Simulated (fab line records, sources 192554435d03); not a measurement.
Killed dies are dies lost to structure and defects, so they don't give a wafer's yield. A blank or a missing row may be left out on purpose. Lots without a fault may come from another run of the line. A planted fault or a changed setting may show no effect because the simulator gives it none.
A struck lot beside a sound one | flow n5_finfet | 16 steps out of a route of 1938
Sound: wafers L226.2, L226.3, L226.5. Struck: wafers L237.4, L237.5, L237.6. The cause comes at the end.
At each step with rows: each side's tool, then ch and its chambers, then its first start. Under that, the readings that differ: sound wafers | struck wafers | difference of the means | sigmas: that difference in standard deviations of wafers without a fault.
alike: readings whose means differ by less than 2 such deviations, and words and numbers that are the same on both sides. not compared: withheld readings, readings that some wafer has no value for, bounds like >300 that may hide the same value, and numbers for which the record gives no deviation and whose values overlap.
The two part at a step that has a row with sigmas, a row that says differs or no value, or rows on one side only. Numbers that don't overlap but have no deviation are shown without sigmas and don't part them. A reading that every wafer of one side lacks parts them only if that side has two wafers or more.

first, 11 steps without rows for these wafers: N5_GATE_CUT_DESCUM_18 (chemistry O2, time 7 s); N5_GATE_CUT_ETCH_28 (etches underlayer in N2/H2, target depth 13 nm, time 10.4 s); N5_GATE_CUT_ETCH_36 (etches SiARC in CF4, target depth 13 nm, time 21.7 s); N5_GATE_CUT_ETCH_37 (etches SOC in N2/H2, target depth 60 nm, overetch 12 nm, time 90 s); N5_GATE_CUT_STRIP_38 (strips in N2/H2); N5_GATE_CUT_STRIP_39 (strips in N2/H2); N5_GATE_CUT_HM_OPEN_40 (chemistry C4F6/O2, target SiO2, target depth 139 nm, time 85.1 s); N5_GATE_CUT_STRIP_41 (strips in CF4); N5_GATE_CUT_STRIP_42 (strips in O2); N5_GATE_CUT_ETCH_19 (etches SiNx in CH3F/O2, target depth 53.7 nm, time 76.7 s); N5_GATE_CUT_CUT_ETCH_53 (etches W in SF6/Cl2, target depth 79.2 nm).
N5_GATE_CUT_CUT_ETCH_54: etches TiN in Cl2/BCl3, target depth 96.7 nm.
  sound on rie_metal-01 ch 1, day 6 07:42; struck on rie_metal-01 ch 0,1, day 9 00:50
  no value came back on the struck wafers for any of 7 readings (bcl3_flow_sccm (sccm), bias_w (W) and others); on the sound wafers bcl3_flow_sccm (sccm) reads 21.70 21.73 21.77
  not compared: rf_hours_counter_h
N5_GATE_CUT_CUT_ETCH_55: etches HfO2 in BCl3, target depth 3.2 nm.
  sound on rie_metal-01 ch 1, day 6 07:49; struck on rie_metal-01 ch 0,1, day 9 00:53
  reading               | sound          | struck         | difference | sigmas
  oes_product_au (a.u.) | 0.64 0.65 0.65 | 0.35 0.24 0.35 | -0.33      | -3
  alike: bcl3_flow_sccm, bias_w, drypump_motor_current_A, throttle_valve_pct
  not compared: rf_hours_counter_h
then, 1 step without rows for these wafers: N5_GATE_CUT_ETCH_47 (etches SiO2 in Cl2/BCl3, target depth 10 nm).
N5_BEOL_M4_RC_MEAS_101:
  the record has rows for the sound wafers here (prober-01 ch 0, day 10 09:01) and none for the struck ones
-- the record jumps here: 9 days lie between the struck wafers' starts before and after (it left off in module BEOL_M4 and takes up again in module PASSIVATION, whose first step shown is number 1936 of the route) --
N5_PASSIVATION_PROBE_49:
  the record has rows for the struck wafers here (prober-02, day 18 06:49) and none for the sound ones

WHERE THEY PART
First at N5_GATE_CUT_CUT_ETCH_54; last, within this record, at N5_PASSIVATION_PROBE_49.

WHY: what the simulator had put in
Skipped step whole: rie_metal-01, from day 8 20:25 on, at N5_GATE_CUT_CUT_ETCH_54. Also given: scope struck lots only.
